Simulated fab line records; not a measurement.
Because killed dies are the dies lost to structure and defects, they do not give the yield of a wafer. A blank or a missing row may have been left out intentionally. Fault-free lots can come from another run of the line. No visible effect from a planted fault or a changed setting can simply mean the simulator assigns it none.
fab line records	flow nandHarc
record: lots: 24	wafers: 72	lastDay: 33
route steps=1302 shown A_STAIRCASE@809 A_SLIT@922
lots that met no fault: taken from a fault-free run of the same line
startH: the number of hours between the record's first day and the start of the first shown wafer of the lot	waitH: how many hours have passed since the lot's step before this one	" repeats the value in the row above	L1.1+2: a row that stands for several wafers	- no value present, or no start provided	* or withheld: withheld	< > ~ a bound
route shown NAME@n: NAME is a module with steps in the file, n the number in the route of the first one	usual: mean/standard deviation taken from wafers without a fault	same: alike in all rows	chamber/n: place in a boat	sites: readings site by site	_std_site: their standard deviation	_edge_site: the outer-site mean with the inner-site mean subtracted	radiusMm: how far each site lies from the wafer's centre	mask NAME#n: copy n	behind: the most recent tool/chamber to have shaped the wafer	hold: what put the lot on hold/how long, in hours/how the hold closed	device: the n, p or np transistor that did not switch	end of line: the same wafers' tests at the end of the route	a step given without rows: its recipe and nothing more	killed: dies lost to structure and defects at the first sort, not the wafer's yield	map: shows each die of a wafer: x if killed, . if not, _ if none is there
set.NAME: the setting the step ran with; set.NAME@STEP: the setting that earlier step ran with	model.NAME: the simulator's own value behind a step, which no gauge read
a sample of lots followed through the steps of the route, with each step as a table and each wafer as a row
services: a tool's chamber out of use, with start hour (startH, from the record's first day; less than 0 if before it), hours out, and reason
== steps ==
step: NHARC_A_STAIRCASE_HM_OPEN_460
recipe: o2FlowSccm: 400	cosFlowSccm: 20	arFlowSccm: 0	rfW: 500	biasW: 300	chemistry: O2/COS
usual: drypumpMotorCurrentA: 5.8/0.32	oesProductAu: 0.997/0.012	rfVppV: 466.9/2.9	showerheadPlenumPTorr: 3.11/0.13	throttleValvePct: 28.331/0.0091
lot.wafer	tool	chamber	startH	waitH	drypumpMotorCurrentA	oesProductAu	rfHoursCounterH	rfVppV	showerheadPlenumPTorr	throttleValvePct
L074.1	rieDiel-01	3	-	-	6.3	0.976	0	462.6	2.95	28.339
L074.6	"	0	"	"	5.9	0.979	-	469.6	3.16	28.333
L074.5	"	1	"	"	5.7	0.999	-	468.4	3.22	28.319
L075.1	rieDiel-13	0	-	-	5.9	0.995	7	468.9	3.21	28.332
L075.4	"	2	"	"	6.1	0.998	8	471.6	3.31	28.331
L075.5	"	3	"	"	5.1	0.991	-	462.9	2.96	28.324
L076.3	rieDiel-01	2	-	-	5.9	1.007	1	465.8	3.07	28.323
L076.4	"	3	"	"	6.3	0.978	1	463.1	2.95	28.326
L076.6	"	2	"	"	6.0	1.000	-	465.9	3.07	28.334
L078.3	rieDiel-01	2	-	-	5.9	0.984	12	466.2	3.06	28.345
L078.1	"	1	"	"	5.7	0.998	13	468.9	3.22	28.329
L078.6	"	2	"	"	5.9	0.982	-	465.2	3.06	28.328
L077.4	rieDiel-13	1	-	-	5.6	1.008	20	469.6	3.23	28.330
L077.6	"	0	"	"	5.9	0.985	-	469.5	3.21	28.327
L077.5	"	1	"	"	5.6	0.995	-	470.6	3.23	28.324
L079.4	rieDiel-03	0	-	-	6.2	1.006	55	463.0	2.90	28.323
L079.3	"	1	"	"	5.7	1.020	49	468.9	3.14	28.307
L079.5	"	1	"	"	5.7	1.009	-	468.2	3.14	28.330
L080.3	rieDiel-03	1	-	-	5.7	1.012	50	468.8	3.14	28.329
L080.4	"	2	"	"	6.2	1.002	53	461.8	2.95	28.313
L080.5	"	1	"	"	5.7	1.006	-	465.6	3.14	28.301
L081.1	rieDiel-01	0	-	-	5.9	0.980	24	468.4	3.15	28.325
L081.4	"	2	"	"	5.9	0.999	18	465.8	3.06	28.340
L081.6	"	1	"	"	5.7	1.005	-	468.8	3.21	28.346
L082.3	rieDiel-01	1	-	-	5.7	1.003	25	468.9	3.21	28.333
L082.1	"	3	"	"	6.3	0.989	22	462.8	2.94	28.327
L082.5	"	1	"	"	5.7	1.019	-	468.9	3.21	28.324
L083.1	rieDiel-03	2	-	-	6.2	0.993	2	464.0	2.95	28.329
L083.2	"	3	"	"	5.4	0.994	2	464.5	2.98	28.338
L083.6	"	3	"	"	5.4	1.008	-	466.6	2.98	28.326
L084.1	rieDiel-01	2	-	-	6.0	0.997	28	466.1	3.05	28.324
L084.5	"	1	"	"	5.7	0.997	-	468.1	3.21	28.324
L084.6	"	2	"	"	5.9	0.981	-	465.9	3.05	28.337
L085.3	rieDiel-01	0	-	-	5.9	0.989	40	468.2	3.14	28.342
L085.5	"	1	"	"	5.7	1.011	-	468.9	3.21	28.335
L085.6	"	2	"	"	6.0	0.995	-	466.7	3.05	28.323
L087.1	rieDiel-03	0	-	-	6.1	1.000	21	471.4	3.36	28.337
L087.6	"	3	"	"	5.4	1.016	-	465.3	2.97	28.314
L087.5	"	0	"	"	6.1	0.995	-	472.4	3.36	28.326
L088.1	rieDiel-01	3	-	-	6.3	0.998	42	462.5	2.93	28.327
L088.3	"	1	"	"	5.7	1.021	43	469.1	3.20	28.329
L088.6	"	2	"	"	5.9	0.999	-	466.2	3.05	28.319
L086.2	rieDiel-03	2	-	-	6.2	0.994	21	463.8	2.94	28.333
L086.4	"	3	"	"	5.4	1.019	22	463.4	2.97	28.327
L086.6	"	0	"	"	6.1	0.995	-	470.4	3.36	28.321
L089.2	rieDiel-03	0	-	-	6.2	0.997	23	473.2	3.36	28.339
L089.3	"	3	"	"	5.4	1.023	23	464.5	2.97	28.324
L089.5	"	0	"	"	6.2	0.999	-	471.2	3.36	28.337
L090.4	rieDiel-01	0	-	-	5.9	1.001	51	466.7	3.14	28.317
L090.2	"	2	"	"	5.9	0.992	43	465.0	3.05	28.337
L090.3	"	3	"	"	6.3	0.982	46	462.3	2.93	28.341
L092.1	rieDiel-13	2	-	-	6.1	1.012	7	470.5	3.28	28.334
L092.2	"	3	"	"	5.1	0.987	6	464.6	2.94	28.334
L092.5	"	1	"	"	5.6	1.004	-	469.4	3.21	28.325
L091.2	rieDiel-01	2	-	-	5.9	0.993	49	465.6	3.04	28.338
L091.5	"	1	"	"	5.6	1.020	-	467.4	3.20	28.338
L091.6	"	2	"	"	5.9	0.991	-	465.1	3.05	28.319
L093.4	rieDiel-03	0	-	-	6.2	1.016	36	470.7	3.35	28.343
L093.2	"	1	"	"	5.7	1.012	38	467.1	3.12	28.325
L093.5	"	0	"	"	6.2	1.015	-	470.9	3.35	28.354
L094.4	rieDiel-13	1	-	-	5.6	0.988	13	469.5	3.21	28.324
L094.3	"	2	"	"	6.1	0.994	13	470.1	3.28	28.333
L094.6	"	3	"	"	5.1	0.980	-	463.5	2.94	28.332
L096.2	rieDiel-13	0	-	-	5.9	1.006	23	468.5	3.18	28.344
L096.1	"	3	"	"	5.1	0.984	23	461.5	2.93	28.325
L096.5	"	0	"	"	5.9	0.995	-	468.3	3.18	28.328
L095.3	rieDiel-03	0	-	-	6.2	0.985	51	472.4	3.35	28.330
L095.5	"	0	"	"	6.2	0.986	-	473.5	3.35	28.336
L095.6	"	1	"	"	5.7	1.000	-	468.3	3.12	28.344
L097.3	rieDiel-13	0	-	-	5.9	0.990	26	468.0	3.18	28.329
L097.4	"	1	"	"	5.6	0.991	28	469.2	3.20	28.338
L097.5	"	0	"	"	5.9	0.993	-	468.2	3.18	28.333
step: NHARC_A_STAIRCASE_ETCH_452
recipe: targetDepthA: 300	overetchA: 30	timeS: 16.5	ionEnergyEv: 100	cf4FlowSccm: 80	o2FlowSccm: 20	arFlowSccm: 0	rfW: 300	biasW: 100	chemistry: CF4/O2
usual: drypumpMotorCurrentA: 5.8/0.32	oesProductAu: 0.997/0.011	rfVppV: 197.4/1.4	showerheadPlenumPTorr: 1.32/0.058	throttleValvePct: 13.398/0.0093
same: timeS: 16.5
lot.wafer	tool	chamber	startH	waitH	drypumpMotorCurrentA	oesProductAu	rfHoursCounterH	rfVppV	showerheadPlenumPTorr	throttleValvePct
L074.1	rieDiel-01	1	-	-	5.7	1.006	0	199.7	1.38	13.394
L074.5	"	3	"	"	6.3	0.989	-	195.5	1.26	13.401
L074.6	"	0	"	"	5.9	0.974	-	199.5	1.35	13.388
L075.1	rieDiel-13	1	-	-	5.5	1.008	7	198.2	1.38	13.419
L075.4	"	2	"	"	6.0	0.997	8	199.3	1.42	13.388
L075.5	"	3	"	"	5.1	0.991	-	195.5	1.27	13.402
L076.3	rieDiel-01	1	-	-	5.7	1.001	1	197.6	1.38	13.397
L076.4	"	3	"	"	6.3	0.974	1	197.1	1.26	13.392
L076.6	"	2	"	"	5.9	1.005	-	197.0	1.31	13.389
L077.4	rieDiel-13	2	-	-	6.0	1.005	26	197.9	1.41	13.386
L077.6	"	0	"	"	5.9	0.979	-	199.1	1.37	13.388
L077.5	"	1	"	"	5.6	0.996	-	198.0	1.38	13.401
L078.3	rieDiel-01	1	-	-	5.6	1.015	17	198.7	1.38	13.386
L078.1	"	2	"	"	5.9	1.001	14	196.4	1.31	13.425
L078.6	"	3	"	"	6.3	0.978	-	196.1	1.25	13.394
L079.3	rieDiel-03	2	-	-	6.2	1.004	52	195.6	1.26	13.399
L079.4	"	3	"	"	5.4	1.011	56	195.2	1.27	13.400
L079.5	"	2	"	"	6.2	0.999	-	195.7	1.26	13.397
L080.3	rieDiel-03	1	-	-	5.7	1.013	50	198.2	1.34	13.395
L080.4	"	2	"	"	6.1	1.004	53	196.0	1.26	13.398
L080.5	"	1	"	"	5.7	1.014	-	198.0	1.34	13.411
L081.1	rieDiel-01	2	-	-	5.9	1.007	18	198.6	1.31	13.404
L081.4	"	1	"	"	5.7	1.004	22	198.2	1.38	13.391
L081.6	"	2	"	"	5.9	0.994	-	198.1	1.31	13.395
L082.3	rieDiel-01	1	-	-	5.6	1.009	25	197.7	1.38	13.390
L082.1	"	2	"	"	5.9	1.000	20	197.4	1.31	13.405
L082.5	"	2	"	"	5.9	0.989	-	197.0	1.31	13.393
L083.1	rieDiel-03	1	-	-	5.7	1.013	2	198.1	1.34	13.379
L083.2	"	2	"	"	6.2	0.997	2	195.8	1.26	13.398
L083.6	"	1	"	"	5.7	1.012	-	199.1	1.34	13.394
L084.1	rieDiel-01	3	-	-	6.3	0.989	31	196.7	1.25	13.401
L084.6	"	1	"	"	5.6	1.001	-	197.4	1.37	13.387
L084.5	"	2	"	"	5.9	0.991	-	196.5	1.31	13.406
L085.3	rieDiel-01	0	-	-	5.9	0.997	40	197.6	1.35	13.408
L085.5	"	3	"	"	6.3	0.986	-	195.9	1.25	13.399
L085.6	"	0	"	"	5.9	0.986	-	198.0	1.34	13.405
L087.1	rieDiel-03	1	-	-	5.7	0.999	20	197.8	1.34	13.400
L087.5	"	2	"	"	6.1	0.999	-	194.6	1.26	13.400
L087.6	"	3	"	"	5.4	1.009	-	198.1	1.27	13.399
L088.1	rieDiel-01	3	-	-	6.4	0.974	42	195.1	1.25	13.408
L088.3	"	1	"	"	5.7	1.010	43	198.2	1.37	13.387
L088.6	"	2	"	"	5.9	0.999	-	197.4	1.30	13.393
L086.4	rieDiel-03	3	-	-	5.4	1.013	22	195.7	1.27	13.412
L086.2	"	0	"	"	6.1	1.010	22	199.4	1.44	13.394
L086.6	"	3	"	"	5.4	1.014	-	195.5	1.27	13.385
L089.3	rieDiel-03	1	-	-	5.7	1.017	22	196.4	1.34	13.416
L089.2	"	0	"	"	6.2	0.996	23	199.2	1.44	13.398
L089.5	"	1	"	"	5.7	1.010	-	197.1	1.34	13.398
L090.4	rieDiel-01	0	-	-	5.9	0.992	51	198.2	1.34	13.413
L090.3	"	1	"	"	5.7	1.003	48	197.7	1.37	13.394
L090.2	"	3	"	"	6.3	0.986	46	197.8	1.25	13.401
L092.2	rieDiel-13	2	-	-	6.1	0.996	7	199.6	1.41	13.397
L092.1	"	3	"	"	5.1	0.983	6	195.9	1.25	13.401
L092.5	"	0	"	"	5.9	0.998	-	197.5	1.36	13.387
L091.2	rieDiel-01	3	-	-	6.3	0.990	51	197.1	1.25	13.392
L091.6	"	1	"	"	5.6	1.017	-	198.3	1.37	13.383
L091.5	"	3	"	"	6.4	0.987	-	195.0	1.25	13.401
L093.2	rieDiel-03	2	-	-	6.2	0.984	38	193.5	1.25	13.387
L093.4	"	0	"	"	6.1	1.010	36	199.4	1.44	13.391
L093.5	"	1	"	"	5.7	1.004	-	196.2	1.33	13.390
L094.4	rieDiel-13	2	-	-	6.0	1.004	13	198.7	1.41	13.386
L094.3	"	0	"	"	5.9	0.996	11	198.4	1.36	13.403
L094.6	"	1	"	"	5.5	0.987	-	197.0	1.37	13.394
L096.2	rieDiel-13	1	-	-	5.5	0.988	25	198.5	1.37	13.394
L096.1	"	3	"	"	5.1	0.975	23	196.6	1.25	13.401
L096.5	"	0	"	"	5.9	0.998	-	198.6	1.36	13.410
L095.3	rieDiel-03	2	-	-	6.1	0.993	51	196.0	1.25	13.398
L095.6	"	0	"	"	6.1	0.992	-	199.7	1.43	13.379
L095.5	"	1	"	"	5.7	1.005	-	198.4	1.33	13.398
L097.4	rieDiel-13	2	-	-	6.0	0.999	28	199.6	1.40	13.426
L097.3	"	0	"	"	5.9	1.001	26	197.3	1.36	13.413
L097.5	"	3	"	"	5.1	0.979	-	194.8	1.25	13.410
step: NHARC_A_STAIRCASE_ETCHBACK_416
recipe: targetDepthA: 360	timeS: 7.2	c4f8FlowSccm: withheld	o2FlowSccm: 8	arFlowSccm: withheld	rfW: 600	biasW: 800	chemistry: C4F8/O2/Ar
usual: oesProductAu: 0.94/0.032	rfVppV: 723/4.7
same: timeS: 7.2
lot.wafer	tool	chamber	startH	waitH	oesProductAu	rfHoursCounterH	rfVppV
L074.1	rieDiel-03	0	-	-	0.93	36	717
L074.6	"	0	"	"	0.93	-	717
L074.5	"	1	"	"	0.92	-	725
L075.4	rieDiel-01	0	-	-	0.90	2	724
L075.1	"	1	"	"	0.93	2	726
L075.5	"	0	"	"	0.92	-	724
L076.3	rieDiel-13	2	-	-	0.92	10	729
L076.6	"	3	"	"	0.91	-	718
L076.4	"	1	"	"	0.93	-	726
L077.4	rieDiel-13	1	-	-	0.92	26	726
L077.5	"	1	"	"	0.93	-	726
L077.6	"	2	"	"	0.93	-	730
L078.1	rieDiel-13	0	-	-	0.92	19	726
L078.3	"	1	"	"	0.92	26	728
L078.6	"	3	"	"	0.92	-	719
L079.3	rieDiel-03	0	-	-	0.93	57	716
L079.4	"	1	"	"	0.94	52	724
L079.5	"	0	"	"	0.93	-	715
L080.3	rieDiel-03	0	-	-	0.93	57	716
L080.4	"	2	"	"	0.92	55	717
L080.5	"	3	"	"	0.94	-	717
L081.1	rieDiel-01	3	-	-	0.92	22	718
L081.4	"	1	"	"	0.95	24	726
L081.6	"	3	"	"	0.91	-	718
L082.1	rieDiel-03	1	472.54	2.1	1.01	0	725
L082.3	"	2	"	"	0.99	0	717
L082.5	"	3	"	"	1.01	-	719
L083.1	rieDiel-13	2	-	-	0.91	39	729
L083.2	"	0	"	"	0.91	29	727
L083.6	"	2	"	"	0.94	-	730
L084.1	rieDiel-03	1	-	-	0.94	13	724
L084.6	"	0	"	"	0.92	-	732
L084.5	"	1	"	"	0.92	-	725
L085.3	rieDiel-13	0	-	-	0.91	47	726
L085.5	"	0	"	"	0.90	-	724
L085.6	"	1	"	"	0.92	-	725
L088.3	rieDiel-13	1	-	-	1.00	1	725
L088.1	"	0	"	"	0.99	1	726
L088.6	"	2	"	"	0.98	-	728
L087.1	rieDiel-01	0	-	-	0.92	52	723
L087.5	"	3	"	"	0.91	-	717
L087.6	"	0	"	"	0.91	-	723
L086.2	rieDiel-01	3	-	-	0.92	47	717
L086.4	"	0	"	"	0.92	52	724
L086.6	"	3	"	"	0.92	-	717
L089.3	rieDiel-03	2	-	-	0.92	28	716
L089.2	"	1	"	"	0.93	27	724
L089.5	"	3	"	"	0.93	-	719
L090.2	rieDiel-01	1	-	-	0.94	51	725
L090.4	"	2	"	"	0.92	45	721
L090.3	"	3	"	"	0.91	48	718
L092.2	rieDiel-03	0	-	-	0.93	36	730
L092.1	"	3	"	"	0.94	36	718
L092.5	"	1	"	"	0.93	-	724
L091.2	rieDiel-03	3	-	-	0.93	36	718
L091.6	"	3	"	"	0.93	-	717
L091.5	"	0	"	"	0.93	-	731
L093.2	rieDiel-01	0	-	-	1.00	8	722
L093.4	"	0	"	"	0.99	-	724
L093.5	"	3	"	"	1.01	-	717
L094.3	rieDiel-01	0	-	-	0.99	9	724
L094.6	"	0	"	"	0.99	-	725
L094.4	"	1	"	"	1.02	-	726
L096.1	rieDiel-03	1	-	-	0.92	54	724
L096.2	"	2	"	"	0.91	52	718
L096.5	"	0	"	"	0.91	-	730
L095.3	rieDiel-13	1	-	-	0.91	28	725
L095.5	"	1	"	"	0.92	-	726
L095.6	"	2	"	"	0.92	-	729
L097.4	rieDiel-01	0	-	-	0.91	20	723
L097.3	"	3	"	"	0.94	22	716
L097.5	"	1	"	"	0.94	-	726
step: NHARC_A_STAIRCASE_DEP_325
recipe: targetThkA: 72000	tempC: 400	targetThkNm: 7200	teosFlowSccm: 200	rfW: 500	material: SiO2
usual: heaterPowerW: 683/88
lot.wafer	tool	chamber	startH	waitH	heaterPowerW
L076.3	pecvd-01	2	427.26	0.3	785
L076.6	"	1	"	"	643
L076.4	"	2	"	"	659
L075.1	pecvd-03	2	427.26	0.3	732
L075.5	"	0	"	"	619
L075.4	"	2	"	"	580
L074.1	pecvd-04	0	427.62	0.6	778
L074.6	"	1	"	"	788
L074.5	"	2	"	"	689
L078.3	pecvd-04	2	478.23	0.2	745
L078.1	"	0	"	"	797
L078.6	"	0	"	"	661
L079.3	pecvd-01	1	478.24	0.2	776
L079.5	"	0	"	"	508
L079.4	"	1	"	"	642
L077.4	pecvd-03	2	478.55	0.5	586
L077.6	"	0	"	"	622
L077.5	"	1	"	"	626
L080.3	pecvd-01	1	484.89	0.1	693
L080.5	"	1	"	"	644
L080.4	"	0	"	"	517
L081.1	pecvd-03	2	484.90	0.1	653
L081.6	"	2	"	"	592
L081.4	"	0	"	"	605
L082.3	pecvd-03	1	501.35	0.1	728
L082.1	"	0	"	"	769
L082.5	"	1	"	"	629
L083.1	pecvd-03	2	518.85	0.1	607
L083.2	"	1	"	"	609
L083.6	"	2	"	"	586
L084.1	pecvd-04	1	531.17	0.1	790
L084.5	"	2	"	"	661
L084.6	"	0	"	"	656
L085.3	pecvd-04	0	544.41	0.2	803
L085.5	"	0	"	"	637
L085.6	"	1	"	"	763
L089.3	pecvd-03	2	563.91	0.2	696
L089.2	"	0	"	"	719
L089.5	"	2	"	"	577
L086.2	pecvd-04	2	563.92	0.2	792
L086.4	"	1	"	"	765
L086.6	"	2	"	"	664
L087.1	pecvd-01	0	563.92	0.2	616
L087.5	"	0	"	"	527
L087.6	"	1	"	"	667
L088.1	pecvd-03	0	564.53	0.8	717
L088.3	"	0	"	"	564
L088.6	"	0	"	"	597
L090.2	pecvd-04	1	569.32	0.1	896
L090.3	"	0	"	"	700
L090.4	"	0	"	"	646
L092.1	pecvd-01	2	586.24	0.2	776
L092.2	"	0	"	"	636
L092.5	"	2	"	"	650
L091.2	pecvd-03	1	593.62	0.3	598
L091.6	"	2	"	"	573
L091.5	"	1	"	"	595
L094.3	pecvd-04	1	607.86	0.1	776
L094.6	"	1	"	"	760
L094.4	"	0	"	"	681
L093.2	pecvd-01	0	607.96	0.2	655
L093.4	"	0	"	"	530
L093.5	"	1	"	"	666
L096.1	pecvd-03	2	639.36	0.1	692
L096.2	"	1	"	"	613
L096.5	"	2	"	"	564
L095.3	pecvd-01	2	639.52	0.3	787
L095.5	"	0	"	"	527
L095.6	"	1	"	"	680
L097.3	pecvd-04	0	657.58	0.3	806
L097.5	"	1	"	"	722
L097.4	"	0	"	"	656
step: NHARC_A_SLIT_DEP_25
recipe: targetThkA: 2000	tempC: 400	pressureTorr: 6.5	rfW: 900	teosFlowSccm: 161.4	flowSccm: 2650	targetThkNm: 200	gas: O2	material: SiO2
usual: heaterPowerW: 559/63	throttleValvePct: 16.2/0.65
lot.wafer	tool	chamber	startH	waitH	heaterPowerW	throttleValvePct
L076.3	pecvd-03	2	451.30	0.2	577	15.3
L076.4	"	1	"	"	573	15.9
L076.6	"	2	"	"	585	14.9
L075.1	pecvd-03	1	451.49	0.2	620	16.2
L075.4	"	1	"	"	622	16.2
L075.5	"	0	"	"	582	16.2
L074.1	pecvd-02	0	451.97	0.2	519	16.3
L074.5	"	1	"	"	530	16.8
L074.6	"	2	"	"	493	16.1
L078.1	pecvd-03	2	503.37	0.1	464	15.2
L078.3	"	1	"	"	578	16.3
L078.6	"	1	"	"	579	16.4
L079.3	pecvd-02	1	503.59	0.3	463	16.9
L079.4	"	0	"	"	601	16.5
L079.5	"	2	"	"	552	16.3
L081.1	pecvd-03	0	509.61	0.2	626	16.2
L081.6	"	1	"	"	593	16.5
L081.4	"	2	"	"	575	15.4
L077.4	pecvd-02	1	509.78	0.4	558	16.8
L077.6	"	2	"	"	548	16.1
L077.5	"	0	"	"	660	16.4
L080.3	pecvd-03	1	514.82	0.1	593	16.2
L080.5	"	1	"	"	585	16.3
L080.4	"	2	"	"	627	15.6
L082.1	pecvd-01	1	528.44	0.1	635	16.0
L082.3	"	2	"	"	599	15.2
L082.5	"	0	"	"	508	16.9
L083.2	pecvd-03	1	543.71	0.1	629	16.3
L083.1	"	2	"	"	507	15.2
L083.6	"	0	"	"	581	16.2
L084.1	pecvd-02	0	555.76	0.1	635	16.4
L084.6	"	2	"	"	643	16.2
L084.5	"	0	"	"	500	16.5
L085.3	pecvd-03	0	571.18	0.2	557	16.0
L085.5	"	0	"	"	576	16.1
L085.6	"	1	"	"	554	15.7
L087.1	pecvd-02	2	587.07	0.1	669	16.2
L087.5	"	2	"	"	488	16.1
L087.6	"	0	"	"	573	16.4
L088.1	pecvd-03	1	587.09	0.1	448	16.2
L088.3	"	0	"	"	509	15.9
L088.6	"	2	"	"	562	15.0
L089.2	pecvd-01	1	587.11	0.1	588	15.9
L089.3	"	2	"	"	518	15.4
L089.5	"	0	"	"	388	17.2
L090.3	pecvd-01	2	590.56	0.1	678	15.5
L090.2	"	0	"	"	481	17.2
L090.4	"	0	"	"	507	17.2
L086.2	pecvd-01	2	590.75	0.3	574	15.1
L086.6	"	2	"	"	604	15.4
L086.4	"	0	"	"	458	17.2
L092.1	pecvd-01	0	611.35	0.1	503	17.3
L092.2	"	1	"	"	564	16.1
L092.5	"	0	"	"	505	17.1
L091.2	pecvd-02	0	616.63	0.1	623	16.1
L091.6	"	1	"	"	522	16.2
L091.5	"	0	"	"	621	15.8
L094.3	pecvd-01	1	632.91	0.1	599	16.6
L094.6	"	0	"	"	449	17.6
L094.4	"	1	"	"	618	16.2
L093.2	pecvd-03	1	633.06	0.2	423	16.2
L093.4	"	2	"	"	564	14.6
L093.5	"	0	"	"	559	16.0
L096.2	pecvd-01	0	664.05	0.1	392	17.7
L096.1	"	2	"	"	531	15.2
L096.5	"	1	"	"	555	16.4
L095.3	pecvd-02	2	664.12	0.1	595	15.6
L095.5	"	0	"	"	643	15.9
L095.6	"	1	"	"	475	16.2
L097.3	pecvd-01	1	680.37	0.1	607	16.5
L097.4	"	2	"	"	669	15.7
L097.5	"	0	"	"	501	17.9
step: NHARC_A_SLIT_INSPECT_11
usual: rawDefectCount: 58/32
lot.wafer	tool	chamber	startH	waitH	rawDefectCount
L076.3	defectInspect-01	-	456.48	0.0	88
L076.4	"	-	"	"	65
L076.6	"	-	"	"	67
L075.1	defectInspect-02	-	458.14	0.0	67
L075.4	"	-	"	"	66
L075.5	"	-	"	"	62
L074.1	defectInspect-02	-	460.28	0.0	15
L074.5	"	-	"	"	20
L074.6	"	-	"	"	24
L078.1	defectInspect-01	-	508.12	0.0	112
L078.3	"	-	"	"	90
L078.6	"	-	"	"	97
L079.3	defectInspect-01	-	510.02	0.0	50
L079.4	"	-	"	"	60
L079.5	"	-	"	"	69
L081.1	defectInspect-01	-	514.41	0.0	29
L081.4	"	-	"	"	19
L081.6	"	-	"	"	19
L077.4	defectInspect-02	-	514.57	0.0	27
L077.5	"	-	"	"	15
L077.6	"	-	"	"	27
L080.3	defectInspect-01	-	520.48	0.0	112
L080.4	"	-	"	"	108
L080.5	"	-	"	"	130
L082.1	defectInspect-02	-	533.28	0.0	116
L082.3	"	-	"	"	120
L082.5	"	-	"	"	106
L083.1	defectInspect-01	-	549.83	0.0	67
L083.2	"	-	"	"	70
L083.6	"	-	"	"	79
L084.1	defectInspect-01	-	566.60	0.0	62
L084.5	"	-	"	"	44
L084.6	"	-	"	"	54
L085.3	defectInspect-01	-	578.54	0.0	46
L085.5	"	-	"	"	32
L085.6	"	-	"	"	46
L087.1	defectInspect-01	-	591.98	0.0	77
L087.5	"	-	"	"	67
L087.6	"	-	"	"	78
L089.2	defectInspect-01	-	592.23	0.0	50
L089.3	"	-	"	"	28
L089.5	"	-	"	"	38
L088.1	defectInspect-01	-	592.85	0.0	63
L088.3	"	-	"	"	68
L088.6	"	-	"	"	61
L090.2	defectInspect-02	-	595.67	0.0	58
L090.3	"	-	"	"	51
L090.4	"	-	"	"	56
L086.2	defectInspect-01	-	596.61	0.0	60
L086.4	"	-	"	"	97
L086.6	"	-	"	"	72
L092.1	defectInspect-01	-	620.11	0.0	27
L092.2	"	-	"	"	20
L092.5	"	-	"	"	19
L091.2	defectInspect-01	-	626.90	0.0	103
L091.5	"	-	"	"	77
L091.6	"	-	"	"	92
L094.3	defectInspect-02	-	637.72	0.0	88
L094.4	"	-	"	"	76
L094.6	"	-	"	"	86
L093.2	defectInspect-01	-	638.94	0.0	28
L093.4	"	-	"	"	26
L093.5	"	-	"	"	29
L095.3	defectInspect-01	-	669.99	0.0	62
L095.5	"	-	"	"	67
L095.6	"	-	"	"	55
L096.1	defectInspect-02	-	672.34	0.0	17
L096.2	"	-	"	"	14
L096.5	"	-	"	"	13
L097.3	defectInspect-01	-	686.65	0.0	10
L097.4	"	-	"	"	12
L097.5	"	-	"	"	13
== services ==
tool	chamber	startH	hours	kind
pecvd-03	-	373.91	1.5	repair
pecvd-01	2	374.59	10.6	repair
rieDiel-01	-	380.82	9.0	pm
pecvd-04	2	385.57	4.8	repair
rieDiel-01	-	396.72	0.4	repair
rieDiel-13	0	401.64	10.6	repair
pecvd-01	-	442.86	3.3	repair
pecvd-04	-	450.39	13.0	pm
rieDiel-03	-	461.71	9.0	pm
pecvd-04	-	463.51	1.0	repair
rieDiel-13	1	485.28	3.4	repair
pecvd-01	-	500.14	13.0	pm
rieDiel-13	3	517.00	2.9	repair
rieDiel-13	2	518.14	4.1	repair
rieDiel-13	-	520.08	9.0	pm
pecvd-03	-	547.24	13.0	pm
rieDiel-03	2	563.07	2.6	repair
rieDiel-01	2	573.91	10.4	repair
rieDiel-13	-	586.75	0.2	repair
pecvd-04	1	626.18	16.6	repair
rieDiel-01	0	630.12	3.1	repair
rieDiel-03	-	638.71	9.0	pm
pecvd-03	-	651.34	0.7	repair
rieDiel-01	0	665.61	2.4	repair
== key ==
fault none
